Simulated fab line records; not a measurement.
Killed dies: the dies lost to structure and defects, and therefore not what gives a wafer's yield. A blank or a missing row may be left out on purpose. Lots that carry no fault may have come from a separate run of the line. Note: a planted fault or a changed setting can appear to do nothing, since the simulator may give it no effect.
fab line records	flow n5Finfet
record: lots: 7	wafers: 39
route steps=1938 shown BEOL_M4@1070 BEOL_M7@1302 BEOL_M9@1440 BEOL_M12@1648
startH: the number of hours between the record's first day and the start of the first shown wafer of the lot	waitH: how many hours have passed since the lot's step before this one	" the same as in the row above	L1.1+2: a row that stands for several wafers	- value missing, or start not given	* or withheld: withheld	< > ~ a bound
route shown NAME@n: a module of which the file shows steps, and the number in the route of the first	usual: average and standard deviation across the fault-free wafers	same: alike in all rows	chamber/n: place in a boat	sites: the reading at each site	_std_site: their standard deviation	_edge_site: inner sites' mean taken away from outer sites' mean	radiusMm: how far each site lies from the wafer's centre	mask NAME#n: copy n	behind: the most recent tool/chamber to have shaped the wafer	hold: reason for holding the lot/hours on hold/outcome of the hold	device: the transistor (n, p or np) that didn't switch	end of line: at the end of the route, the tests of the same wafers	step lacking rows: just its recipe	killed: the dies lost at the first sort to structure and to defects; this is not the yield of the wafer	map: a wafer's dies, marking killed ones x, the rest . and places with no die _
set.NAME: the setting the step ran with; set.NAME@STEP: the setting that earlier step ran with	model.NAME: the simulator's own value behind a step, which no gauge read
lots with deliberately changed settings; one table per step, one row per wafer
== steps ==
step: N5_BEOL_M4_TRENCH_ETCH_37
recipe: chemistry: C4F6/O2	targetDepthA: 555.55	target: SiOC	timeS: 29.2	ionEnergyEv: 250	pressureMtorr: 30	sourceW: 355	biasW: 185	Ar_flow_sccm: 300	C4F6_flow_sccm: 10	O2_flow_sccm: 10
lot.wafer	tool	chamber	startH	waitH	set.targetDepthA	model.etch.depthNm	model.BEOL_M4.featureDepthNm	model.TiN_of_BEOL_M4_HM_DEP_02.thkNm
L079.2	rieDiel-02	0	-	-	555.55	55.1	55.2	18.2
L079.3	"	3	"	"	555.55	56.07	56	17.6
L079.5	"	0	"	"	555.55	55.45	55.4	18
L083.1	rieDiel-05	2	-	-	555.55	56.89	56.8	17.8
L083.2	"	1	"	"	243.7	24.36	24.4	19.6
L083.3	"	3	"	"	555.55	56.32	56.4	17.8
L083.4	"	0	"	"	243.7	24.41	24.4	19
L083.5	"	3	"	"	555.55	55.98	56	17.6
L083.6	"	0	"	"	243.7	24.56	24.6	19.2
L084.1	rieDiel-05	2	-	-	555.55	56.14	56.2	17.4
L084.2	"	0	"	"	814.9	80.99	81	16.6
L084.3	"	1	"	"	555.55	54.85	54.8	17.8
L084.4	"	3	"	"	814.9	81.23	81.2	16.4
L084.5	"	3	"	"	814.9	81.34	81.4	16.6
L084.6	"	0	"	"	555.55	55.34	55.4	17.6
L085.1	rieDiel-05	2	-	-	467.8	47.13	47.2	18
L085.2	"	1	"	"	467.8	45.98	46	18
L085.3	"	0	"	"	555.55	55.51	55.6	17.8
L085.4	"	3	"	"	467.8	46.95	47	18.2
L085.5	"	1	"	"	555.55	54.94	55	17.6
L085.6	"	0	"	"	555.55	55.65	55.6	17.8
L088.1	rieDiel-05	1	-	-	261.6	25.67	25.6	19
L088.2	"	2	"	"	555.55	55.37	55.4	17.4
L088.3	"	0	"	"	555.55	54.56	54.6	17.8
L088.4	"	3	"	"	261.6	26.1	26.2	19
L088.5	"	0	"	"	555.55	54.84	54.8	17.8
L088.6	"	1	"	"	261.6	25.49	25.4	19
L087.1	rieDiel-02	1	-	-	555.55	54.97	55	17.6
L087.2	"	2	"	"	555.55	55.5	55.4	17.6
L087.3	"	0	"	"	555.55	55.8	55.8	17.2
L087.4	"	3	"	"	555.55	56.16	56.2	17.6
L087.5	"	1	"	"	555.55	55.16	55.2	17.6
L087.6	"	0	"	"	555.55	55.14	55.2	17.4
L092.1	rieDiel-05	0	-	-	555.55	54.76	54.8	17.2
L092.2	"	3	"	"	555.55	55.8	55.8	17.6
L092.3	"	2	"	"	555.55	55.74	55.8	17.2
L092.4	"	1	"	"	555.55	54.33	54.4	17.2
L092.5	"	0	"	"	555.55	55.21	55.2	17.2
L092.6	"	3	"	"	555.55	55.73	55.8	17.6
step: N5_BEOL_M4_ETCH_41
recipe: chemistry: CH3F/O2	target: SiCN	targetDepthA: 299	taperDeg: 2	timeS: 52.5	ionEnergyEv: 120	maskMaterial: TiN	pressureMtorr: 30	sourceW: 395	biasW: 75	Ar_flow_sccm: 150	CH3F_flow_sccm: 30	O2_flow_sccm: 20
step: N5_BEOL_M4_STRIP_97
recipe: chemistry: N2/H2	timeS: 10	powerW: 450	tempC: 40	pressureMtorr: 20	rfFrequencyHz: 6e+07	biasPowerW: 7	n2FlowSccm: 200	h2FlowSccm: 200
step: N5_BEOL_M4_OCD_MEAS_38
usual: trenchDepthNm: 55.7/0.84
lot.wafer	tool	chamber	startH	waitH	set.targetDepthA@BEOL_M4_TRENCH_ETCH_37	trenchDepthNm
L079.2	ocd-02	-	190.07	-	555.55	55.3
L079.3	"	-	"	"	555.55	56.1
L079.5	"	-	"	"	555.55	55.2
L083.1	ocd-01	-	205.72	-	555.55	56.6
L083.2	"	-	"	"	243.7	24.7
L083.3	"	-	"	"	555.55	56.2
L083.4	"	-	"	"	243.7	24.4
L083.5	"	-	"	"	555.55	56.0
L083.6	"	-	"	"	243.7	24.3
L084.1	ocd-02	-	223.19	-	555.55	56.4
L084.2	"	-	"	"	814.9	81.9
L084.3	"	-	"	"	555.55	54.8
L084.4	"	-	"	"	814.9	81.4
L084.5	"	-	"	"	814.9	81.2
L084.6	"	-	"	"	555.55	55.4
L085.1	ocd-01	-	226.16	-	467.8	47.2
L085.2	"	-	"	"	467.8	45.4
L085.3	"	-	"	"	555.55	55.2
L085.4	"	-	"	"	467.8	46.6
L085.5	"	-	"	"	555.55	55.2
L085.6	"	-	"	"	555.55	56.1
L088.1	ocd-02	-	243.98	-	261.6	26.3
L088.2	"	-	"	"	555.55	54.8
L088.3	"	-	"	"	555.55	54.9
L088.4	"	-	"	"	261.6	26.3
L088.5	"	-	"	"	555.55	55.1
L088.6	"	-	"	"	261.6	25.6
L087.1	ocd-01	-	244.92	-	555.55	55.3
L087.2	"	-	"	"	555.55	55.2
L087.3	"	-	"	"	555.55	55.8
L087.4	"	-	"	"	555.55	56.5
L087.5	"	-	"	"	555.55	54.9
L087.6	"	-	"	"	555.55	54.6
L092.1	ocd-02	-	268.02	-	555.55	54.5
L092.2	"	-	"	"	555.55	55.8
L092.3	"	-	"	"	555.55	55.9
L092.4	"	-	"	"	555.55	54.3
L092.5	"	-	"	"	555.55	55.1
L092.6	"	-	"	"	555.55	54.9
step: N5_BEOL_M4_HM_STRIP_39
recipe: chemistry: peroxideTinStrip	material: TiN	targetDepthA: 250	tempC: 50	timeS: 158
step: N5_BEOL_M4_SRD_40
recipe: timeS: 30	tempC: 23	rinseLiquid: diw	dry: ipaMarangoni
step: N5_BEOL_M4_ECD_50
recipe: material: Cu	targetThkA: 3000
step: N5_BEOL_M4_ANNEAL_51
recipe: tempC: 225	timeS: 90	ambient: N2
step: N5_BEOL_M4_CMP_52
recipe: stopOn: SiOC	tOverpolishS: 6.8	downForcePsi: 1	platenRpm: 50	clearingPlatenDownForcePsi: 1.5	clearingPlatenRpm: 50	postCmpClean: cuAlkaline	targetThkNm: 40	clearingPlatenPadVelocityMS: 0.99484	padVelocityMS: 0.99484
lot.wafer	tool	chamber	startH	waitH	set.targetDepthA@BEOL_M4_TRENCH_ETCH_37	model.Cu_of_BEOL_M4_ECD_50.thkNm
L079.3	cmp-04	0	193.17	0.2	555.55	40.6
L079.2	"	1	"	"	555.55	40
L079.5	"	3	"	"	555.55	41.8
L083.1	cmp-01	1	209.18	0.3	555.55	43
L083.2	"	2	"	"	243.7	9
L083.4	"	3	"	"	243.7	10.4
L083.3	"	0	"	"	555.55	39.6
L083.6	"	1	"	"	243.7	10.8
L083.5	"	2	"	"	555.55	41
L084.2	cmp-04	0	226.55	0.2	814.9	65.2
L084.1	"	1	"	"	555.55	40.2
L084.4	"	2	"	"	814.9	66.6
L084.3	"	3	"	"	555.55	39.6
L084.6	"	0	"	"	555.55	40
L084.5	"	1	"	"	814.9	65.4
L085.3	cmp-01	2	229.25	0.2	555.55	39.4
L085.1	"	3	"	"	467.8	32
L085.2	"	0	"	"	467.8	30
L085.4	"	1	"	"	467.8	32.8
L085.6	"	2	"	"	555.55	40.2
L085.5	"	3	"	"	555.55	40
L088.3+5	cmp-04	1	247.64	0.2	555.55	38.4
L088.2	"	2	"	"	555.55	40.2
L088.1+4	"	3,0	"	"	261.6	9.8
L088.6	"	2	"	"	261.6	10
L087.4	cmp-04	3	250.23	0.1	555.55	42.8
L087.2+3	"	0,1	"	"	555.55	41
L087.1	"	2	"	"	555.55	40.8
L087.5	"	3	"	"	555.55	41.2
L087.6	"	0	"	"	555.55	40.6
L092.1	cmp-01	2	271.55	0.3	555.55	39
L092.4	"	3	"	"	555.55	40.2
L092.2	"	0	"	"	555.55	40.8
L092.3+5	"	1,3	"	"	555.55	41.4
L092.6	"	2	"	"	555.55	41
step: N5_BEOL_M4_THK_MEAS_53
recipe: thkMeasGauge: xrf	reads: Cu_of_BEOL_M4_ECD_50
usual: M4_THK: 41.2/1.3
lot.wafer	tool	chamber	startH	waitH	set.targetDepthA@BEOL_M4_TRENCH_ETCH_37	M4_THK[nm]
L079.2	filmMetro-01	-	193.42	-	555.55	40.5
L079.3	"	-	"	"	555.55	41.6
L079.5	"	-	"	"	555.55	42.7
L083.1	filmMetro-01	-	209.47	-	555.55	43.6
L083.2	"	-	"	"	243.7	9.1
L083.3	"	-	"	"	555.55	40.1
L083.4	"	-	"	"	243.7	10.5
L083.5	"	-	"	"	555.55	41.3
L083.6	"	-	"	"	243.7	10.9
L084.1	filmMetro-02	-	226.84	-	555.55	40.2
L084.2	"	-	"	"	814.9	65.3
L084.3	"	-	"	"	555.55	39.7
L084.4	"	-	"	"	814.9	67.2
L084.5	"	-	"	"	814.9	66.1
L084.6	"	-	"	"	555.55	40.3
L085.1	filmMetro-01	-	229.55	-	467.8	32.9
L085.2	"	-	"	"	467.8	30.7
L085.3	"	-	"	"	555.55	40.1
L085.4	"	-	"	"	467.8	33.5
L085.5	"	-	"	"	555.55	40.8
L085.6	"	-	"	"	555.55	41.2
L088.1	filmMetro-02	-	247.94	-	261.6	9.8
L088.2	"	-	"	"	555.55	40.6
L088.3	"	-	"	"	555.55	38.7
L088.4	"	-	"	"	261.6	9.8
L088.5	"	-	"	"	555.55	38.9
L088.6	"	-	"	"	261.6	10.1
L087.1	filmMetro-02	-	250.52	-	555.55	40.6
L087.2	"	-	"	"	555.55	41.2
L087.3	"	-	"	"	555.55	40.9
L087.4	"	-	"	"	555.55	42.7
L087.5	"	-	"	"	555.55	40.8
L087.6	"	-	"	"	555.55	40.4
L092.1	filmMetro-01	-	271.85	-	555.55	39.3
L092.2	"	-	"	"	555.55	41.3
L092.3	"	-	"	"	555.55	41.8
L092.4	"	-	"	"	555.55	40.7
L092.5	"	-	"	"	555.55	42.1
L092.6	"	-	"	"	555.55	41.6
step: N5_BEOL_M4_DEP_57
recipe: material: SiCN	targetThkA: 80	tempC: withheld	precursor: 3MS/NH3	pressureTorr: 3	rfW: 202	timeS: 14
lot.wafer	tool	chamber	startH	waitH	set.timeS	model.SiCN_of_BEOL_M4_DEP_57.thkNm
L079.2	pecvd-01	1	193.63	0.0	14	7.8
L079.3+5	"	0	"	"	14	8
L083.1+3+4	pecvd-04	1,0,0	209.67	0.0	17.34	9.8
L083.2+5	"	2,1	"	"	14	8
L083.6	"	2	"	"	14	7.8
L084.1	pecvd-03	1	227.09	0.0	8.25	4.6
L084.2	"	0	"	"	14	8
L084.3+5	"	1,0	"	"	8.25	4.8
L084.4	"	0	"	"	14	8.2
L084.6	"	1	"	"	14	7.8
L085.1+3+5+6	pecvd-01	0,2,2,0	229.74	0.0	14	8
L085.2+4	"	1	"	"	14	7.8
L088.1	pecvd-04	1	248.19	0.0	14	8.2
L088.2	"	2	"	"	21.95	12.6
L088.3+5	"	0,1	"	"	14	8
L088.4	"	2	"	"	21.95	12.8
L088.6	"	0	"	"	21.95	12.4
L087.1+4	pecvd-04	0	250.71	0.0	14	8
L087.2+3+5	"	1,2,1	"	"	7.227	4.2
L087.6	"	2	"	"	14	8.2
L092.1	pecvd-04	1	272.04	0.0	14	7.6
L092.2	"	2	"	"	14	7.8
L092.3+5	"	0,1	"	"	8.392	4.6
L092.4	"	0	"	"	14	8
L092.6	"	2	"	"	8.392	4.8
step: N5_BEOL_M4_RS_MEAS_58
recipe: thkMeasGauge: four-point-probe	reads: Co_of_BEOL_M4_CO_CAP_55+Cu_of_BEOL_M4_ECD_50+Co_of_BEOL_M4_CVD_47+TaN_of_BEOL_M4_ALD_84
usual: M4_RS: 0.655/0.026
lot.wafer	tool	chamber	startH	waitH	set.targetDepthA@BEOL_M4_TRENCH_ETCH_37	M4_RS[ohm/sq]
L079.2	filmMetro-01	-	193.71	0.1	555.55	0.672
L079.3	"	-	"	"	555.55	0.657
L079.5	"	-	"	"	555.55	0.634
L083.1	filmMetro-01	-	209.73	0.0	555.55	0.610
L083.2	"	-	"	"	243.7	5.294
L083.3	"	-	"	"	555.55	0.674
L083.4	"	-	"	"	243.7	4.322
L083.5	"	-	"	"	555.55	0.650
L083.6	"	-	"	"	243.7	4.071
L084.1	filmMetro-02	-	227.18	0.1	555.55	0.665
L084.2	"	-	"	"	814.9	0.363
L084.3	"	-	"	"	555.55	0.678
L084.4	"	-	"	"	814.9	0.354
L084.5	"	-	"	"	814.9	0.363
L084.6	"	-	"	"	555.55	0.668
L085.1	filmMetro-02	-	229.81	0.0	467.8	0.892
L085.2	"	-	"	"	467.8	0.971
L085.3	"	-	"	"	555.55	0.684
L085.4	"	-	"	"	467.8	0.866
L085.5	"	-	"	"	555.55	0.669
L085.6	"	-	"	"	555.55	0.664
L088.1	filmMetro-02	-	248.25	0.0	261.6	4.753
L088.2	"	-	"	"	555.55	0.663
L088.3	"	-	"	"	555.55	0.703
L088.4	"	-	"	"	261.6	4.746
L088.5	"	-	"	"	555.55	0.707
L088.6	"	-	"	"	261.6	4.536
L087.1	filmMetro-01	-	250.78	0.0	555.55	0.653
L087.2	"	-	"	"	555.55	0.647
L087.3	"	-	"	"	555.55	0.650
L087.4	"	-	"	"	555.55	0.614
L087.5	"	-	"	"	555.55	0.646
L087.6	"	-	"	"	555.55	0.656
L092.1	filmMetro-01	-	272.11	0.0	555.55	0.691
L092.2	"	-	"	"	555.55	0.654
L092.3	"	-	"	"	555.55	0.642
L092.4	"	-	"	"	555.55	0.665
L092.5	"	-	"	"	555.55	0.639
L092.6	"	-	"	"	555.55	0.647
step: N5_BEOL_M7_ETCH_66
recipe: chemistry: N2/H2	target: SOC	targetDepthA: 800	overetchA: 160	maskMaterial: SiARC	tempC: 40	timeS: 120	ionEnergyEv: 200	pressureMtorr: 30	sourceW: 840	biasW: 150	n2FlowSccm: 200	h2FlowSccm: 200
lot.wafer	tool	chamber	startH	waitH	set.timeS	model.SiARC_of_BEOL_M7_COAT_64.thkNm
L079.2	rieDiel-04	0	222.58	0.0	120	6.2
L079.3+5	"	3,1	"	"	120	6.4
L083.1+5+6	rieDiel-03	0,0,3	240.07	0.0	166.6	4.2
L083.2+3+4	"	1,3,2	"	"	120	6.4
L084.1+5	rieDiel-04	0,2	255.99	0.0	120	6.2
L084.2+3+4	"	2,3,1	"	"	89.2	7.8
L084.6	"	3	"	"	120	6.4
L085.1+5	rieDiel-04	3	259.42	0.0	165.8	4.4
L085.2+4	"	2,1	"	"	120	6.4
L085.3	"	0	"	"	120	6.2
L085.6	"	0	"	"	165.8	4
L088.1	rieDiel-03	2	275.58	0.0	120	6.2
L088.2+6	"	3	"	"	120	6.6
L088.3+4	"	0,1	"	"	120	6.4
L088.5	"	2	"	"	120	6
L087.1+3+4+5	rieDiel-04	3,2,1,1	278.71	0.0	120	6.4
L087.2+6	"	0	"	"	120	6.2
L092.1+2+3	rieDiel-04	1,0,3	301.72	0.0	120	6.2
L092.4+5+6	"	2,2,3	"	"	75.8	8.4
step: N5_BEOL_M9_ETCH_66
recipe: chemistry: N2/H2	target: SOC	targetDepthA: 800	overetchA: 160	maskMaterial: SiARC	tempC: 40	timeS: 120	ionEnergyEv: 200	pressureMtorr: 30	sourceW: 840	biasW: 150	n2FlowSccm: 200	h2FlowSccm: 200
lot.wafer	tool	chamber	startH	waitH	set.timeS	model.etch.depthNm	model.SiARC_of_BEOL_M9_COAT_64.thkNm
L079.2	rieDiel-04	3	239.33	0.0	120	59.82	6.4
L079.3	"	2	"	"	120	59.94	6.2
L079.5	"	0	"	"	120	59.93	6.2
L083.1	rieDiel-06	2	258.86	0.0	120	59.95	6.2
L083.2	"	1	"	"	159.6	59.6	4.8
L083.3	"	3	"	"	159.6	59.89	4.4
L083.4	"	0	"	"	120	59.88	6.2
L083.5	"	2	"	"	120	59.92	6.2
L083.6	"	1	"	"	159.6	59.68	4.8
L084.1	rieDiel-06	0	274.74	0.0	120	59.77	6.2
L084.2	"	1	"	"	120	59.81	6.6
L084.3	"	3	"	"	63.32	51.87	9
L084.4	"	2	"	"	63.32	52.39	8.8
L084.5	"	3	"	"	63.32	51.72	9
L084.6	"	2	"	"	120	59.87	6.2
L085.1	rieDiel-04	2	275.40	0.0	66.86	54.83	8.8
L085.2	"	0	"	"	120	59.89	6.2
L085.3	"	1	"	"	120	59.88	6.2
L085.4	"	3	"	"	66.86	53.92	9
L085.5	"	0	"	"	66.86	53.9	8.8
L085.6	"	3	"	"	120	59.86	6.2
L087.1	rieDiel-06	1	295.05	0.0	120	59.92	6.6
L087.2	"	0	"	"	120	59.86	6.4
L087.3	"	2	"	"	120	59.86	6.2
L087.4	"	3	"	"	120	59.91	6.4
L087.5	"	0	"	"	120	59.94	6.4
L087.6	"	1	"	"	120	59.83	6.6
L088.1	rieDiel-04	3	295.28	0.0	183.2	59.85	3.4
L088.2	"	0	"	"	183.2	59.78	3.2
L088.3	"	1	"	"	120	59.99	6.4
L088.4	"	2	"	"	183.2	60.02	3.4
L088.5	"	0	"	"	120	59.98	6.2
L088.6	"	1	"	"	120	59.96	6.4
L092.1	rieDiel-06	0	323.30	0.0	52.89	42.52	9.4
L092.2	"	3	"	"	120	59.74	6.4
L092.3	"	1	"	"	52.89	41.45	9.6
L092.4	"	0	"	"	120	59.82	6.2
L092.5	"	1	"	"	52.89	41.68	9.6
L092.6	"	3	"	"	120	59.63	6.4
step: N5_BEOL_M12_SPUTTER_43
recipe: material: TaN	targetThkA: 150	tempC: 50	biasV: 168.6	powerW: 15000	chamberPressurePa: 0.12	timeS: 24.19
lot.wafer	tool	chamber	startH	waitH	set.timeS	model.TaN_of_BEOL_M12_SPUTTER_43.thkNm
L079.2+3	pvdSputter-03	-	268.24	0.0	24.19	14.6
L079.5	"	-	"	"	24.19	14.8
L083.1+3	pvdSputter-03	-	289.18	0.0	16.86	10.4
L083.2	"	-	"	"	16.86	10.6
L083.4+5+6	"	-	"	"	24.19	14.8
L085.1	pvdSputter-01	-	298.75	0.0	24.19	15.2
L085.2	"	-	"	"	24.19	15
L085.3+4+5+6	"	-	"	"	24.19	15.4
L084.1	pvdSputter-01	-	299.31	0.0	24.19	15
L084.2	"	-	"	"	15.13	9.4
L084.3+6	"	-	"	"	15.13	9.2
L084.4	"	-	"	"	24.19	14.8
L084.5	"	-	"	"	24.19	14.6
L088.1	pvdSputter-01	-	324.42	0.0	24.19	15.2
L088.2	"	-	"	"	29.75	18.2
L088.3+4	"	-	"	"	29.75	18.6
L088.5+6	"	-	"	"	24.19	15
L087.1+3+4	pvdSputter-02	-	324.58	0.0	24.19	14.8
L087.2+6	"	-	"	"	24.19	15
L087.5	"	-	"	"	24.19	15.2
L092.1	pvdSputter-01	-	344.41	0.0	24.19	15
L092.2+3+6	"	-	"	"	36.32	22.8
L092.4+5	"	-	"	"	24.19	15.2
step: N5_BEOL_M12_SPUTTER_44
recipe: material: Ta	targetThkA: 100	tempC: 50	biasV: 80	powerW: 15000	chamberPressurePa: 0.07	timeS: 16.13
step: N5_BEOL_M12_SPUTTER_45
recipe: material: Cu	targetThkA: 800	tempC: -20	biasV: 60	powerW: 26000	chamberPressurePa: 0.13	timeS: 13.33
step: N5_BEOL_M12_ECD_47
recipe: material: Cu	targetThkA: 7200
step: N5_BEOL_M12_ANNEAL_48
recipe: tempC: 225	timeS: 90	ambient: N2
step: N5_BEOL_M12_CMP_49
recipe: stopOn: SiOC	tOverpolishS: 20.6	downForcePsi: 1	platenRpm: 50	clearingPlatenDownForcePsi: 1.5	clearingPlatenRpm: 50	postCmpClean: cuAlkaline	targetThkNm: 320	clearingPlatenPadVelocityMS: 0.99484	padVelocityMS: 0.99484
usual: barrierFieldEndpointS: 30.6/0.8
lot.wafer	tool	chamber	startH	waitH	set.timeS@BEOL_M12_SPUTTER_43	barrierFieldEndpointS
L079.3	cmp-03	1	268.96	0.2	24.19	30.2
L079.2	"	0	"	"	24.19	30.5
L079.5	"	2	"	"	24.19	30.3
L083.3	cmp-04	0	289.90	0.2	16.86	24.9
L083.1	"	1	"	"	16.86	25.0
L083.2	"	2	"	"	16.86	25.5
L083.4	"	3	"	"	24.19	30.2
L083.5	"	0	"	"	24.19	29.6
L083.6	"	1	"	"	24.19	29.9
L085.1	cmp-04	0	299.48	0.3	24.19	30.5
L085.2	"	1	"	"	24.19	29.6
L085.4	"	2	"	"	24.19	31.1
L085.3	"	3	"	"	24.19	30.4
L085.6	"	0	"	"	24.19	30.4
L085.5	"	1	"	"	24.19	30.4
L084.1	cmp-04	2	300.04	0.3	24.19	30.8
L084.3	"	3	"	"	15.13	23.5
L084.2	"	0	"	"	15.13	23.5
L084.4	"	1	"	"	24.19	30.0
L084.6	"	2	"	"	15.13	23.9
L084.5	"	3	"	"	24.19	29.8
L088.2	cmp-03	2	325.14	0.2	29.75	33.5
L088.3	"	3	"	"	29.75	35.4
L088.1	"	0	"	"	24.19	31.0
L088.4	"	1	"	"	29.75	35.5
L088.5	"	2	"	"	24.19	30.4
L088.6	"	3	"	"	24.19	30.5
L087.2	cmp-01	0	325.41	0.2	24.19	29.3
L087.4	"	1	"	"	24.19	29.3
L087.3	"	2	"	"	24.19	29.7
L087.1	"	3	"	"	24.19	29.5
L087.5	"	0	"	"	24.19	29.4
L087.6	"	1	"	"	24.19	30.8
L092.4	cmp-03	2	345.13	0.1	24.19	30.9
L092.3	"	3	"	"	36.32	40.0
L092.1	"	0	"	"	24.19	31.0
L092.2	"	1	"	"	36.32	41.6
L092.5	"	2	"	"	24.19	31.1
L092.6	"	3	"	"	36.32	39.5
== key ==
split: step: N5_BEOL_M4_TRENCH_ETCH_37	setting: targetDepthA	stated: 555.55	by: wafer
response: step: N5_BEOL_M4_TRENCH_ETCH_37	reading: model.etch.depthNm	change: +0.558	per: 1%	r: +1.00
response: step: N5_BEOL_M4_TRENCH_ETCH_37	reading: model.BEOL_M4.featureDepthNm	change: +0.558	per: 1%	r: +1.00
response: step: N5_BEOL_M4_TRENCH_ETCH_37	reading: model.TiN_of_BEOL_M4_HM_DEP_02.thkNm	change: -0.0253	per: 1%	r: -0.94
response: step: N5_BEOL_M4_OCD_MEAS_38	reading: trenchDepthNm	change: +0.557	per: 1%	r: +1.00
response: step: N5_BEOL_M4_CMP_52	reading: model.Cu_of_BEOL_M4_ECD_50.thkNm	change: +0.552	per: 1%	r: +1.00
response: step: N5_BEOL_M4_THK_MEAS_53	reading: M4_THK	change: +0.559	per: 1%	r: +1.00
response: step: N5_BEOL_M4_RS_MEAS_58	reading: M4_RS	shape: bent	atLowest: 4.563	atStated: 0.659	atHighest: 0.360
split: step: N5_BEOL_M4_DEP_57	setting: timeS	stated: 14	by: wafer
response: step: N5_BEOL_M4_DEP_57	reading: model.SiCN_of_BEOL_M4_DEP_57.thkNm	change: +0.0794	per: 1%	r: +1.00
split: step: N5_BEOL_M7_ETCH_66	setting: timeS	stated: 120	by: wafer
response: step: N5_BEOL_M7_ETCH_66	reading: model.SiARC_of_BEOL_M7_COAT_64.thkNm	change: -0.0572	per: 1%	r: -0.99
split: step: N5_BEOL_M9_ETCH_66	setting: timeS	stated: 120	by: wafer
response: step: N5_BEOL_M9_ETCH_66	reading: model.etch.depthNm	shape: bent	atLowest: 41.88	atStated: 59.87	atHighest: 59.89
response: step: N5_BEOL_M9_ETCH_66	reading: model.SiARC_of_BEOL_M9_COAT_64.thkNm	change: -0.0562	per: 1%	r: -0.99
split: step: N5_BEOL_M12_SPUTTER_43	setting: timeS	stated: 24.19	by: wafer
response: step: N5_BEOL_M12_SPUTTER_43	reading: model.TaN_of_BEOL_M12_SPUTTER_43.thkNm	change: +0.149	per: 1%	r: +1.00
response: step: N5_BEOL_M12_CMP_49	reading: barrierFieldEndpointS	change: +0.178	per: 1%	r: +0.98
